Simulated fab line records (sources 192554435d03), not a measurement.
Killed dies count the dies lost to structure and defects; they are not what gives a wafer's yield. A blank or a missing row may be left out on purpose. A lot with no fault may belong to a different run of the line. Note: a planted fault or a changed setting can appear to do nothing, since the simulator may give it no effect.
Split-lot experiment :: flow n5 finfet :: on a route of 1938 steps: 7 lots, 21 wafers read

## SPLIT DETAILS
At N5_BEOL_M8_DESCUM_16 (chemistry O2, time 7.9 s), the setting time s was moved away from the recipe's 7.9 s on 5 of the 21 wafers read, by -20.2% to -8.8%. The other wafers ran this setting at the recipe's value.

Split to reading: the file shows no intervening step.

## THE READING
CAR-ArF_of_BEOL_M8_COAT_05.thk nm (the simulator's own value, which no gauge read), in nm, at N5_BEOL_M8_ETCH_61 (etches SiARC in CF4, target depth 45.5 nm, time 75.8 s). The file does not state a usual value for it. Average 50.8 nm, standard deviation 0.3 nm, over the 16 wafers here run with the recipe.

wafer: L075.3
tool, chamber at the split: rie diel-06, 2,3
time s as run, s: 6.667
against the recipe: -15.6%
CAR-ArF_of_BEOL_M8_COAT_05.thk nm, nm: 51.8
against lot-mates on the recipe: +0.6

wafer: L075.4
tool, chamber at the split: rie diel-06, 2,3
time s as run, s: 6.667
against the recipe: -15.6%
CAR-ArF_of_BEOL_M8_COAT_05.thk nm, nm: 52
against lot-mates on the recipe: +0.8

wafer: L075.6
tool, chamber at the split: rie diel-06, 2
time s as run, s: 7.9
against the recipe: recipe
CAR-ArF_of_BEOL_M8_COAT_05.thk nm, nm: 51.2
against lot-mates on the recipe: -

wafer: L076.3
tool, chamber at the split: rie diel-04, 0,1,0
time s as run, s: 7.9
against the recipe: recipe
CAR-ArF_of_BEOL_M8_COAT_05.thk nm, nm: 51
against lot-mates on the recipe: -

wafer: L076.5
tool, chamber at the split: rie diel-04, 0,1,0
time s as run, s: 7.9
against the recipe: recipe
CAR-ArF_of_BEOL_M8_COAT_05.thk nm, nm: 51
against lot-mates on the recipe: -

wafer: L076.6
tool, chamber at the split: rie diel-04, 0,1,0
time s as run, s: 7.9
against the recipe: recipe
CAR-ArF_of_BEOL_M8_COAT_05.thk nm, nm: 51
against lot-mates on the recipe: -

wafer: L077.1
tool, chamber at the split: rie diel-06, 1,2,3
time s as run, s: 7.9
against the recipe: recipe
CAR-ArF_of_BEOL_M8_COAT_05.thk nm, nm: 50.6
against lot-mates on the recipe: -

wafer: L077.2
tool, chamber at the split: rie diel-06, 1,2,3
time s as run, s: 7.9
against the recipe: recipe
CAR-ArF_of_BEOL_M8_COAT_05.thk nm, nm: 50.6
against lot-mates on the recipe: -

wafer: L077.3
tool, chamber at the split: rie diel-06, 1,2,3
time s as run, s: 7.9
against the recipe: recipe
CAR-ArF_of_BEOL_M8_COAT_05.thk nm, nm: 50.8
against lot-mates on the recipe: -

wafer: L080.2
tool, chamber at the split: rie diel-06, 0,2
time s as run, s: 7.203
against the recipe: -8.8%
CAR-ArF_of_BEOL_M8_COAT_05.thk nm, nm: 51.2
against lot-mates on the recipe: +0.8

wafer: L080.3
tool, chamber at the split: rie diel-06, 0,2
time s as run, s: 7.203
against the recipe: -8.8%
CAR-ArF_of_BEOL_M8_COAT_05.thk nm, nm: 51
against lot-mates on the recipe: +0.6

wafer: L080.5
tool, chamber at the split: rie diel-06, 2
time s as run, s: 7.9
against the recipe: recipe
CAR-ArF_of_BEOL_M8_COAT_05.thk nm, nm: 50.4
against lot-mates on the recipe: -

wafer: L081.3
tool, chamber at the split: rie diel-06, 3,2,1
time s as run, s: 7.9
against the recipe: recipe
CAR-ArF_of_BEOL_M8_COAT_05.thk nm, nm: 50.8
against lot-mates on the recipe: -

wafer: L081.5
tool, chamber at the split: rie diel-06, 3,2,1
time s as run, s: 7.9
against the recipe: recipe
CAR-ArF_of_BEOL_M8_COAT_05.thk nm, nm: 50.4
against lot-mates on the recipe: -

wafer: L081.6
tool, chamber at the split: rie diel-06, 3,2,1
time s as run, s: 7.9
against the recipe: recipe
CAR-ArF_of_BEOL_M8_COAT_05.thk nm, nm: 50.4
against lot-mates on the recipe: -

wafer: L083.1
tool, chamber at the split: rie diel-03, 0,3,2
time s as run, s: 7.9
against the recipe: recipe
CAR-ArF_of_BEOL_M8_COAT_05.thk nm, nm: 50.6
against lot-mates on the recipe: -

wafer: L083.3
tool, chamber at the split: rie diel-03, 0,3,2
time s as run, s: 7.9
against the recipe: recipe
CAR-ArF_of_BEOL_M8_COAT_05.thk nm, nm: 50.6
against lot-mates on the recipe: -

wafer: L083.4
tool, chamber at the split: rie diel-03, 0,3,2
time s as run, s: 7.9
against the recipe: recipe
CAR-ArF_of_BEOL_M8_COAT_05.thk nm, nm: 50.6
against lot-mates on the recipe: -

wafer: L093.1
tool, chamber at the split: rie diel-06, 0,1
time s as run, s: 7.9
against the recipe: recipe
CAR-ArF_of_BEOL_M8_COAT_05.thk nm, nm: 51.4
against lot-mates on the recipe: -

wafer: L093.4
tool, chamber at the split: rie diel-06, 0
time s as run, s: 6.303
against the recipe: -20.2%
CAR-ArF_of_BEOL_M8_COAT_05.thk nm, nm: 52
against lot-mates on the recipe: +0.7

wafer: L093.5
tool, chamber at the split: rie diel-06, 0,1
time s as run, s: 7.9
against the recipe: recipe
CAR-ArF_of_BEOL_M8_COAT_05.thk nm, nm: 51.2
against lot-mates on the recipe: -
Where a row lists several chambers, the file gives one row for several wafers and doesn't say which wafer went through which chamber.

THE FIT
A straight line over all 21 wafers: CAR-ArF_of_BEOL_M8_COAT_05.thk nm changes by -0.0623 nm for each +1% of time s; r = -0.81; the points scatter about the line by 0.3 nm.
The same after taking each lot's own level away (the mean of its wafers on the recipe; 21 wafers): -0.0447 nm for each +1%; r = -0.89; scatter 0.15 nm.
According to that fit, moving time s by its largest amount changes the reading by 0.9 nm.
Measured against the standard deviation above, the lots' own levels, which go from 50.40 to 51.30 nm, span 3.0 times it.
In other words, the slope is changed by the lot-to-lot level; the two fits disagree.
Check: for one of the wafers moved furthest among these (-20.2%), held out of the fit, the line's prediction against its lot-mates is +1.07 nm. It came out at +0.7 nm against them.

## ADDITIONAL SPLITS CARRIED BY THESE WAFERS
Other splits were also applied to these wafers ahead of the reading. Each is held against what the fit with the lots' levels taken away leaves over:
other split on the same wafers: N5_BEOL_M7_COAT_71 spin rpm
wafers away from the commonest value: 8
r with CAR-ArF_of_BEOL_M8_COAT_05.thk nm (lot level and that fit taken away): +0.26

other split on the same wafers: N5_BEOL_M8_EXPOSE_08 dose mj
wafers away from the commonest value: 7
r with CAR-ArF_of_BEOL_M8_COAT_05.thk nm (lot level and that fit taken away): +0.02

## THE FILE'S OWN FIT
CAR-ArF_of_BEOL_M8_COAT_05.thk nm changes by -0.0428 nm for each +1% of time s, r = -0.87.
